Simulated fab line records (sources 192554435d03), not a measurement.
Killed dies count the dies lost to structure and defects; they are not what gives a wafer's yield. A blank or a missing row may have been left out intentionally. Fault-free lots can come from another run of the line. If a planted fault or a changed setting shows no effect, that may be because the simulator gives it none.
A struck lot beside a sound one :: flow n5-finfet :: 14 out of 1938 route steps
Sound: the wafers L617.2, L617.4, L617.6. Struck: wafer L622.4. (L622.3, L622.6 of the same lot were not struck and are left out.) The cause comes at the end.
Each step with rows lists, per side, the tool, then ch with its chambers, then its first start. Under that, the readings that differ: sound wafers :: struck wafers :: difference of the means :: sigmas: that difference in standard deviations of wafers without a fault.
alike: words and numbers the same on both sides, and readings whose means are apart by under 2 such deviations; not compared: readings that were withheld, readings missing a value for some wafer, numbers with overlapping values and no deviation given by the record, and bounds like >300 which may hide the same value.
A row with sigmas, a row that says differs or no value, or rows on one side alone: a step with any of these is where the two part. Numbers that don't overlap but have no deviation are shown without sigmas and don't part them. Lack of a reading on every wafer of one side parts them only where that side has two or more wafers.

first, 4 steps without rows for these wafers: N5_HKMG_FIN_ALD_72 (deposits W, target thk 2 nm, pulse time 1 s, purge time 2 s); N5_HKMG_FIN_W_FILL_22 (material W, target thk 60 nm, time 18.2 s); N5_HKMG_FIN_PRECLEAN_83 (cleans in DIW, time 57.5 s); N5_HKMG_FIN_SRD_84 (dry time 32 s).
N5_HKMG_FIN_CMP_23: polishes, stops on SiNx, t overpolish 10 s, target thk 46.326 nm.
  sound on cmp-03 ch 0,1,3, day 6 14:55; struck on cmp-01 ch 1, day 7 15:50
  alike: motor-current-A, overpolish-run-s, time-to-endpoint-s
then, 1 step without rows for these wafers: N5_HKMG_FIN_CMP_94 (polishes, stops on SiNx, t overpolish 4.7 s, target thk 43.299 nm).
N5_HKMG_FIN_INSPECT_28: inspects for defects (darkfield).
  sound on defect-inspect-01 at day 6 15:32; struck on defect-inspect-02 at day 7 16:32
reading: raw-defect-count
sound: 82 25 85
struck: 24
difference: -40
sigmas: -2
N5_GATE_CUT_ETCHBACK_00: etches W in SF6/Cl2.
  sound on rie-metal-03 ch 0, day 6 15:37; struck on rie-metal-01 ch 0, day 7 16:37
  alike: drypump-motor-current-A, oes-product-au, throttle-valve-pct
  not compared: rf-hours-counter-h
N5_GATE_CUT_ETCH_56: etches TiN in Cl2/Ar, target depth 21.6 nm.
  sound on rie-metal-03 ch 0, day 6 15:50; struck on rie-metal-01 ch 0, day 7 16:43
  alike: drypump-motor-current-A, oes-product-au, throttle-valve-pct
  not compared: rf-hours-counter-h
N5_GATE_CUT_ETCHBACK_30: etches TiN in Cl2/Ar, target depth 3 nm.
  sound on rie-metal-03 ch 0, day 6 16:00; struck on rie-metal-01 ch 0, day 7 16:47
  alike: drypump-motor-current-A, oes-product-au, throttle-valve-pct
  not compared: rf-hours-counter-h
N5_GATE_CUT_VAPOR_ETCH_60: etches HfO2 in BCl3/Cl2.
  sound on rie-metal-03 ch 0, day 6 16:04; struck on rie-metal-01 ch 0, day 7 16:49
  alike: drypump-motor-current-A, oes-product-au
N5_GATE_CUT_ETCH_58: etches SiNx in CH3F/O2, target depth 17 nm, time 128.6 s.
  sound on rie-diel-02 ch 0,2, day 6 16:13; struck on rie-diel-01 ch 1, day 7 16:52
reading: model.etch.depth-nm (nm)
sound: 16.79 17.1 16.85
struck: 19.5
difference: +2.6
sigmas: 

reading: model.SiNx_of_SDB_ALD_29.thk-nm (nm)
sound: 24.6 24.8 24.8
struck: 24.2
difference: -0.5
sigmas: 
  alike: drypump-motor-current-A, oes-product-au, rf-vpp-V, showerhead-plenum-p-Torr, throttle-valve-pct
  not compared: rf-hours-counter-h
then, 1 step without rows for these wafers: N5_GATE_CUT_STRIP_59 (strips in N2/H2, time 20 s).
-- record jumps: 5 days separate the struck wafers' starts on either side; left off in module GATE_CUT, taken up again in module BEOL_M4, whose first shown step is the route's number 1111 --
N5_BEOL_M4_RC_MEAS_101:
  sound on prober-02 ch 0, day 10 15:41; struck on prober-02 ch 0, day 12 11:06
  alike: DIBL_N, DIBL_P, IOFF_N, IOFF_P, ION_N, ION_P, SS_N, SS_P, VT_N, VT_P

## WHERE THEY PART
N5_HKMG_FIN_INSPECT_28 only, going by this record. Later steps at which nothing parts them and some readings are alike: N5_GATE_CUT_ETCHBACK_00, N5_GATE_CUT_ETCH_56, N5_GATE_CUT_ETCHBACK_30, N5_GATE_CUT_VAPOR_ETCH_60, N5_GATE_CUT_ETCH_58, N5_BEOL_M4_RC_MEAS_101.

WHY: whatever the simulator had introduced
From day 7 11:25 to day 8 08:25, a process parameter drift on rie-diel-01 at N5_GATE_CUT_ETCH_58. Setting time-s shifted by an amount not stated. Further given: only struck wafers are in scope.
